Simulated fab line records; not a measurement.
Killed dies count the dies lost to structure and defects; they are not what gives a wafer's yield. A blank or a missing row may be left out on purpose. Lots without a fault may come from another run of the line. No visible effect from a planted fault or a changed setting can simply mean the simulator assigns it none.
Matching of chambers || flow n5_finfet || rie_diel-01 running N5_FIN_CUT_ETCH_21: 4 sister chambers
The step etches SOC in N2/H2, target depth 219 nm, overetch 43.8 nm, time 523.5 s. 4 wafers are shown with their chamber, then 11 later ones without.

== EACH WAFER AND ITS CHAMBER ==
{"wafer": "L086.2", "chamber": 0, "showerhead_plenum_p_Torr (Torr)": 2.44}
{"wafer": "L089.6", "chamber": 3, "showerhead_plenum_p_Torr (Torr)": 2.44}
{"wafer": "L091.4", "chamber": 1, "showerhead_plenum_p_Torr (Torr)": 2.60}
{"wafer": "L095.2", "chamber": 2, "showerhead_plenum_p_Torr (Torr)": 2.63}

== WAFERS WITHOUT THEIR CHAMBER ==
{"wafer": "L095.3", "showerhead_plenum_p_Torr (Torr)": 2.44}
{"wafer": "L095.5", "showerhead_plenum_p_Torr (Torr)": 2.63}
{"wafer": "L096.2", "showerhead_plenum_p_Torr (Torr)": 2.43}
{"wafer": "L096.4", "showerhead_plenum_p_Torr (Torr)": 2.60}
{"wafer": "L096.6", "showerhead_plenum_p_Torr (Torr)": 2.44}
{"wafer": "L097.1", "showerhead_plenum_p_Torr (Torr)": 2.63}
{"wafer": "L097.2", "showerhead_plenum_p_Torr (Torr)": 2.60}
{"wafer": "L097.3", "showerhead_plenum_p_Torr (Torr)": 2.44}
{"wafer": "L097.4", "showerhead_plenum_p_Torr (Torr)": 2.43}
{"wafer": "L097.5", "showerhead_plenum_p_Torr (Torr)": 2.43}
{"wafer": "L097.6", "showerhead_plenum_p_Torr (Torr)": 2.63}

== THE CHAMBER EACH PASSED THROUGH ==
{"wafer": "L095.3", "from the rows above": "can't be placed: 0 or 3", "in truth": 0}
{"wafer": "L095.5", "from the rows above": 2, "in truth": 2}
{"wafer": "L096.2", "from the rows above": "can't be placed: 0 or 3", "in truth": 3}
{"wafer": "L096.4", "from the rows above": 1, "in truth": 1}
{"wafer": "L096.6", "from the rows above": "can't be placed: 0 or 3", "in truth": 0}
{"wafer": "L097.1", "from the rows above": 2, "in truth": 2}
{"wafer": "L097.2", "from the rows above": 1, "in truth": 1}
{"wafer": "L097.3", "from the rows above": "can't be placed: 0 or 3", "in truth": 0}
{"wafer": "L097.4", "from the rows above": "can't be placed: 0 or 3", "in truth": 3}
{"wafer": "L097.5", "from the rows above": "can't be placed: 0 or 3", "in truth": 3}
{"wafer": "L097.6", "from the rows above": 2, "in truth": 2}
Correct placement for 5 of the 11. Cannot be placed on the basis of these rows: 6; the candidates contain the true chamber in 6. Number placed wrongly: 0.
How it was worked out, from the rows above alone: a wafer's distance from a chamber is the root of the sum, over the readings, of the square of ((its reading less the chamber's mean) divided by the reading's scatter). If the next closest chamber is less than 2 further off than the closest, the wafer can't be placed; otherwise it belongs to the closest. The mean given for a chamber averages the wafers shown for that chamber. The scatter: with one shown wafer a chamber, the root of the mean of the squares of how far each hidden wafer lies from its nearest shown one.
